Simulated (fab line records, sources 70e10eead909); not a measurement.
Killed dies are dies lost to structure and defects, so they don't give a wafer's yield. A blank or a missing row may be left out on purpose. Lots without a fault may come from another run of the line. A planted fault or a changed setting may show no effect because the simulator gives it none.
A struck lot beside a sound one | flow nand_harc | 42 steps out of a route of 1159
Sound: wafers L798.1, L798.5, L798.6. Struck: wafer L808.3. (L808.2, L808.5 of the same lot were not struck and are left out.) The cause comes at the end.
At each step with rows: each side's tool, then ch and its chambers, then its first start. Under that, the readings that differ: sound wafers | struck wafers | difference of the means | sigmas: that difference in standard deviations of wafers without a fault.
alike: readings whose means differ by less than 2 such deviations, and words and numbers that are the same on both sides. not compared: withheld readings, readings that some wafer has no value for, bounds like >300 that may hide the same value, and numbers for which the record gives no deviation and whose values overlap.
The two part at a step that has a row with sigmas, a row that says differs or no value, or rows on one side only. Numbers that don't overlap but have no deviation are shown without sigmas and don't part them. A reading that every wafer of one side lacks parts them only if that side has two wafers or more.

NHARC_P_GATE_STRIP_101: strips in O2, time 20 s.
  sound on rie_diel-05 ch 2,3, day 5 09:45; struck on rie_diel-02 ch 0, day 8 08:26
  reading                     | sound       | struck | difference | sigmas
  drypump_motor_current_A (A) | 5.7 5.8 6.1 | 5.1    | -0.8       | -2
  alike: oes_product_au, rf_vpp_V, showerhead_plenum_p_Torr, throttle_valve_pct
  not compared: rf_hours_counter_h
then, 11 steps without rows for these wafers: NHARC_P_GATE_PRECLEAN_97 (cleans in SPM, time 600 s); NHARC_P_GATE_SRD_98; NHARC_P_GATE_PRECLEAN_99 (cleans in SC1); NHARC_P_GATE_SRD_100; NHARC_P_GATE_DEHYDRATE_38 (time 120 s); NHARC_P_GATE_HMDS_39 (time 30 s); NHARC_P_GATE_COAT_40; NHARC_P_GATE_SOFTBAKE_41 (time 95 s); NHARC_P_GATE_EBR_42; NHARC_P_GATE_EXPOSE_43 (exposes mask P NSD, target cd 720 nm); NHARC_P_GATE_PEB_44 (peb time 85 s).
NHARC_P_GATE_DEVELOP_45: time 70 s.
  sound on litho_track-05 ch 0, day 5 10:00; struck on litho_track-05 ch 0, day 8 09:00
then, 1 step without rows for these wafers: NHARC_P_GATE_HARDBAKE_47 (time 80 s).
NHARC_P_GATE_DESCUM_48: chemistry O2, time 3 s.
  sound on rie_diel-02 ch 0,1,3, day 5 10:53; struck on rie_diel-08 ch 3, day 8 09:26
  reading                 | sound             | struck | difference | sigmas
  model.P_GATE.cd_nm (nm) | 721.7 722.2 719.7 | 121.4  | -599.8     |
  alike: drypump_motor_current_A, oes_product_au, rf_vpp_V, showerhead_plenum_p_Torr, throttle_valve_pct
  not compared: rf_hours_counter_h
then, 1 step without rows for these wafers: NHARC_P_GATE_IMPLANT_49.
NHARC_P_GATE_STRIP_111: strips in N2/H2, time 250 s.
  sound on plasma_asher-02 ch 0,1, day 5 11:55; struck on plasma_asher-01 ch 0, day 8 10:15
  alike: drypump_motor_current_A, heater_power_w
  not compared: rf_hours_counter_h
NHARC_P_GATE_STRIP_75: strips in O2.
  sound on plasma_asher-02 ch 0,1, day 5 12:13; struck on plasma_asher-01 ch 0, day 8 10:33
  alike: drypump_motor_current_A, heater_power_w
  not compared: rf_hours_counter_h
then, 10 steps without rows for these wafers: NHARC_P_GATE_STRIP_50 (strips in SPM, time 900 s); NHARC_P_GATE_DEHYDRATE_51 (time 120 s); NHARC_P_GATE_HMDS_52 (time 30 s); NHARC_P_GATE_COAT_53; NHARC_P_GATE_SOFTBAKE_54 (time 95 s); NHARC_P_GATE_EBR_55; NHARC_P_GATE_EXPOSE_56 (exposes mask P PSD, target cd 720 nm); NHARC_P_GATE_PEB_57 (peb time 85 s); NHARC_P_GATE_DEVELOP_58 (time 70 s); NHARC_P_GATE_HARDBAKE_60 (time 80 s).
NHARC_P_GATE_DESCUM_61: chemistry O2, time 3 s.
  sound on rie_diel-05 ch 0,1, day 5 13:20; struck on rie_diel-08 ch 2, day 8 11:38
  alike: drypump_motor_current_A, oes_product_au, rf_vpp_V, showerhead_plenum_p_Torr, throttle_valve_pct
  not compared: rf_hours_counter_h
then, 2 steps without rows for these wafers: NHARC_P_GATE_IMPLANT_62; NHARC_P_GATE_STRIP_112 (strips in N2/H2, time 200 s).
NHARC_P_GATE_STRIP_76: strips in O2.
  sound on plasma_asher-02 ch 0,1, day 5 13:59; struck on plasma_asher-02 ch 1, day 8 12:16
  alike: drypump_motor_current_A, heater_power_w
  not compared: rf_hours_counter_h
then, 8 steps without rows for these wafers: NHARC_P_GATE_STRIP_63 (strips in SPM, time 900 s); NHARC_P_GATE_DEHYDRATE_83 (time 120 s); NHARC_P_GATE_HMDS_84 (time 30 s); NHARC_P_GATE_COAT_85; NHARC_P_GATE_SOFTBAKE_86 (time 95 s); NHARC_P_GATE_EBR_87; NHARC_P_GATE_EXPOSE_88 (exposes mask P HVN, target cd 2000 nm); NHARC_P_GATE_PEB_89 (peb time 85 s).
NHARC_P_GATE_DESCUM_93: chemistry O2, time 3 s.
  sound on rie_diel-08 ch 0,1, day 5 15:05; struck on rie_diel-02 ch 2, day 8 13:21
  reading                 | sound          | struck | difference | sigmas
  model.P_GATE.cd_nm (nm) | 1998 2001 2002 | 121.4  | -1878.9    |
  alike: drypump_motor_current_A, oes_product_au, rf_vpp_V, showerhead_plenum_p_Torr, throttle_valve_pct
  not compared: rf_hours_counter_h
-- the record jumps here: 15 days lie between the struck wafers' starts before and after (it left off in module P_GATE and takes up again in module END, whose first step shown is number 1159 of the route) --
NHARC_END_SORT_01:
  the record has rows for the struck wafers here (prober-02 ch 0, day 23 10:58) and none for the sound ones

WHERE THEY PART
First at NHARC_P_GATE_STRIP_101; last, within this record, at NHARC_END_SORT_01.

WHY: what the simulator had put in
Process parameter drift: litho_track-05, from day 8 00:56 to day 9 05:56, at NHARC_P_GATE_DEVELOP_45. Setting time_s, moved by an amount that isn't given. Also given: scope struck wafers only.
